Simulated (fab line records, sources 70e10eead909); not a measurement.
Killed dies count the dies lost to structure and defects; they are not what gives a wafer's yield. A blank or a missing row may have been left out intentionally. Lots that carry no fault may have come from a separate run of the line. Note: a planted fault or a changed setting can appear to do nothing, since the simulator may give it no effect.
Chamber matching / flow nand_harc / NHARC_A_STAIRCASE_CMP_450 on cmp-01 has 4 sister chambers
The step polishes SiO2, target thk 200 nm. 15 wafers are shown with their chamber, then 7 later ones without.

== WAFERS WITH THEIR CHAMBER ==
wafer=L977.1; chamber=0; motor_current_A (A)=13.6; slurry_filter_dp_kPa (kPa)=13.58
wafer=L977.3; chamber=1; motor_current_A (A)=11.1; slurry_filter_dp_kPa (kPa)=13.41
wafer=L977.4; chamber=3; motor_current_A (A)=11.0; slurry_filter_dp_kPa (kPa)=13.45
wafer=L979.1; chamber=1; motor_current_A (A)=11.7; slurry_filter_dp_kPa (kPa)=13.47
wafer=L979.4; chamber=2; motor_current_A (A)=9.8; slurry_filter_dp_kPa (kPa)=13.48
wafer=L979.5; chamber=2; motor_current_A (A)=10.9; slurry_filter_dp_kPa (kPa)=13.45
wafer=L984.3; chamber=3; motor_current_A (A)=11.2; slurry_filter_dp_kPa (kPa)=13.49
wafer=L984.4; chamber=2; motor_current_A (A)=10.2; slurry_filter_dp_kPa (kPa)=13.51
wafer=L988.3; chamber=2; motor_current_A (A)=10.0; slurry_filter_dp_kPa (kPa)=13.49
wafer=L988.4; chamber=0; motor_current_A (A)=14.2; slurry_filter_dp_kPa (kPa)=13.82
wafer=L989.2; chamber=1; motor_current_A (A)=12.4; slurry_filter_dp_kPa (kPa)=13.29
wafer=L989.5; chamber=1; motor_current_A (A)=12.4; slurry_filter_dp_kPa (kPa)=13.50
wafer=L989.6; chamber=2; motor_current_A (A)=9.9; slurry_filter_dp_kPa (kPa)=13.74
wafer=L992.2; chamber=2; motor_current_A (A)=9.8; slurry_filter_dp_kPa (kPa)=13.67
wafer=L992.3; chamber=3; motor_current_A (A)=10.5; slurry_filter_dp_kPa (kPa)=13.56

SIGNATURES (averages over the wafers above)
reading=motor_current_A; chamber 0=13.900; chamber 1=11.900; chamber 2=10.100; chamber 3=10.900; scatter within a chamber=0.477
reading=slurry_filter_dp_kPa; chamber 0=13.7000; chamber 1=13.4175; chamber 2=13.5567; chamber 3=13.5000; scatter within a chamber=0.109
Rule: a wafer's distance from a chamber is the root of the sum, over the readings, of the square of ((its reading less the chamber's mean) divided by the reading's scatter). If the next closest chamber is less than 2 further off than the closest, the wafer can't be placed; otherwise it belongs to the closest. How the scatter is found: for the shown wafers, subtract from each reading the mean of its chamber, square and add these, divide the total by (wafers less chambers), then take the root.

== WAFERS WITHOUT THEIR CHAMBER ==
wafer=L992.4; motor_current_A (A)=11.1; slurry_filter_dp_kPa (kPa)=13.52
wafer=L994.4; motor_current_A (A)=11.3; slurry_filter_dp_kPa (kPa)=13.66
wafer=L994.5; motor_current_A (A)=9.9; slurry_filter_dp_kPa (kPa)=13.43
wafer=L994.6; motor_current_A (A)=11.9; slurry_filter_dp_kPa (kPa)=13.78
wafer=L996.1; motor_current_A (A)=13.8; slurry_filter_dp_kPa (kPa)=13.66
wafer=L996.3; motor_current_A (A)=11.6; slurry_filter_dp_kPa (kPa)=13.58
wafer=L996.4; motor_current_A (A)=10.4; slurry_filter_dp_kPa (kPa)=13.69

== CHAMBER TAKEN BY EACH ==
wafer=L992.4; from the rows above=can't be placed: 3 or 1 or 2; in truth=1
wafer=L994.4; from the rows above=can't be placed: 3 or 1 or 2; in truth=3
wafer=L994.5; from the rows above=can't be placed: 2 or 3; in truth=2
wafer=L994.6; from the rows above=can't be placed: 3 or 1 or 0 or 2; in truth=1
wafer=L996.1; from the rows above=0; in truth=0
wafer=L996.3; from the rows above=can't be placed: 1 or 3 or 2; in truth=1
wafer=L996.4; from the rows above=can't be placed: 2 or 3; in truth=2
Correct placement for 1 of the 7. Unplaceable from these rows: 6, with the true chamber sitting among the candidates in 6. Wrongly placed: 0.
